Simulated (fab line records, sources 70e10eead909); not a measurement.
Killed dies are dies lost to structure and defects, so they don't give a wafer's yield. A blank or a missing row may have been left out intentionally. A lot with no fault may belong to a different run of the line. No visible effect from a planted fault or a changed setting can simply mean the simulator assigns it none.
Comparing a struck lot with a sound one :: flow nand harc :: 17 steps out of a route of 1302
Sound: these wafers, L252.1, L252.2, L252.6. Struck: wafers L264.4, L264.6 (left out: L264.1, a lot-mate that was not struck); the cause follows at the end.
Per side, at each step with rows, come the tool, then ch with its chambers, and then its first start. Under that, the readings that differ: sound wafers :: struck wafers :: difference of the means :: sigmas: that difference in standard deviations of wafers without a fault.
alike: readings with means less than 2 such deviations apart, plus words and numbers identical on both sides. not compared: withheld readings, readings lacking a value on some wafer, bounds such as >300 that could conceal the same value, and numbers that have no deviation in the record and whose values overlap.
Wherever a step has rows on one side only, a row that says differs or no value, or a row with sigmas, the two part there. Numbers that have no deviation but don't overlap get no sigmas and don't part them. A reading missing from all wafers of one side parts the sides only when that side holds two or more wafers.

NHARC_A_M1_INSPECT_11:
  struck on defect inspect-01, day 30 17:10; sound on defect inspect-02, day 25 10:18
  alike: raw defect count
NHARC_A_M1_DESCUM_14: chemistry O2, time 3 s.
  sound on rie diel-02 ch 0,2,3, day 25 10:22; struck on rie diel-01 ch 0,2, day 30 17:14
  alike: drypump motor current A, oes product au, rf vpp V, showerhead plenum p Torr, throttle valve pct
  not compared: rf hours counter h
then, 1 step without rows for these wafers: NHARC_A_M1_ETCH_35 (etches the open film in N2/H2, target depth 40 nm, overetch 12 nm, time 43.94 s).
NHARC_A_M1_ETCH_15: etches the open film in C4F8/Ar, target depth 182.5 nm, time 91.2 s.
  sound on rie diel-02 ch 1,2,3; struck on rie diel-01 ch 1,2
reading: oes product au (a.u.)
sound: 0.977 0.970 0.985
struck: 0.933 0.934
difference: -0.044
sigmas: -2
  alike: rf vpp V
  not compared: rf hours counter h
NHARC_A_M1_CD_MEAS_16:
  struck on cd sem-01, day 30 18:01; sound on cd sem-02, day 25 10:40
  alike: cd nm
then, 1 step without rows for these wafers: NHARC_A_M1_STRIP_18 (strips in N2/H2).
NHARC_A_M1_ETCH_28: etches the open film in CF4/N2, target depth 30 nm, time 72.99 s.
  sound on rie diel-07 ch 0,3; struck on rie diel-02 ch 2,3
  alike: cf4 flow sccm, drypump motor current A, oes product au, rf vpp V, showerhead plenum p Torr, throttle valve pct
  not compared: rf hours counter h
then, 1 step without rows for these wafers: NHARC_A_M1_STRIP_19 (strips in post etch residue remover, time 600 s).
NHARC_A_M1_DEGAS_29: time 60 s.
  struck on pvd sputter-03, day 30 18:44; sound on pvd sputter-03, day 25 11:23
  alike: heater power w
then, 3 steps without rows for these wafers: NHARC_A_M1_PRE_CLEAN_30 (time 30 s); NHARC_A_M1_PVD_20 (deposits TaN, target thk 5 nm, time 8.06 s); NHARC_A_M1_PVD_21 (deposits Cu, target thk 30 nm, time 20.49 s).
NHARC_A_M1_ECD_22: material Cu, target thk 400 nm.
  sound on ecd cu-01 ch 0,1, day 25 11:44; struck on ecd cu-01 ch 1, day 30 19:05
NHARC_A_M1_ANNEAL_31: time 90 s.
  sound on rtp anneal-02 ch 0, day 25 12:07; struck on rtp anneal-01 ch 0, day 30 19:28
  alike: anneal temp c max, wafer_temp_C_max
NHARC_A_M1_CMP_23: polishes, t overpolish 20 s, target thk 154.34 nm.
  sound on cmp-02 ch 2,3, day 25 12:29; struck on cmp-02 ch 0,2, day 30 19:49
reading: time to endpoint s (s)
sound: 31.6 32.1 27.6
struck: 38.7 41.3
difference: +9.6
sigmas: +4
  alike: motor current A
NHARC_A_M1_THK_MEAS_24: measures by xrf.
  struck on film metro-01, day 30 20:08; sound on film metro-01, day 25 12:47
  alike: thk nm
NHARC_END_SORT_01:
  sound on prober-02 ch 0, day 26 23:05; struck on prober-01 ch 0, day 32 08:20
reading: defect limited yield (%)
sound: 85 88 83
struck: 94 92
difference: +8
sigmas: +2

reading: killed at array
sound: 95 73 104
struck: 37 52
difference: -46
sigmas: -2

reading: killed dies
sound: 101 80 113
struck: 42 56
difference: -49
sigmas: -2

reading: sort_bin_3_pct (%)
sound: 1.2 1.3 1.6
struck: 0.6 0.1
difference: -1.0
sigmas: -2

reading: sort_bin_4_pct (%)
sound: 8.1 6.4 9.3
struck: 2.7 5.3
difference: -3.9
sigmas: -2

reading: sort n pass
sound: 576 597 564
struck: 635 621
difference: +49
sigmas: +2

reading: sort yield pct (%)
sound: 85 88 83
struck: 94 92
difference: +8
sigmas: +2
  alike: killed at other, killed at periphery, killed open, killed short, sort_bin_2_pct, sort rim yield pct

WHERE THEY PART
Earliest at NHARC_A_M1_ETCH_15; latest, in this record, at NHARC_END_SORT_01.

WHY: what the simulator had put in
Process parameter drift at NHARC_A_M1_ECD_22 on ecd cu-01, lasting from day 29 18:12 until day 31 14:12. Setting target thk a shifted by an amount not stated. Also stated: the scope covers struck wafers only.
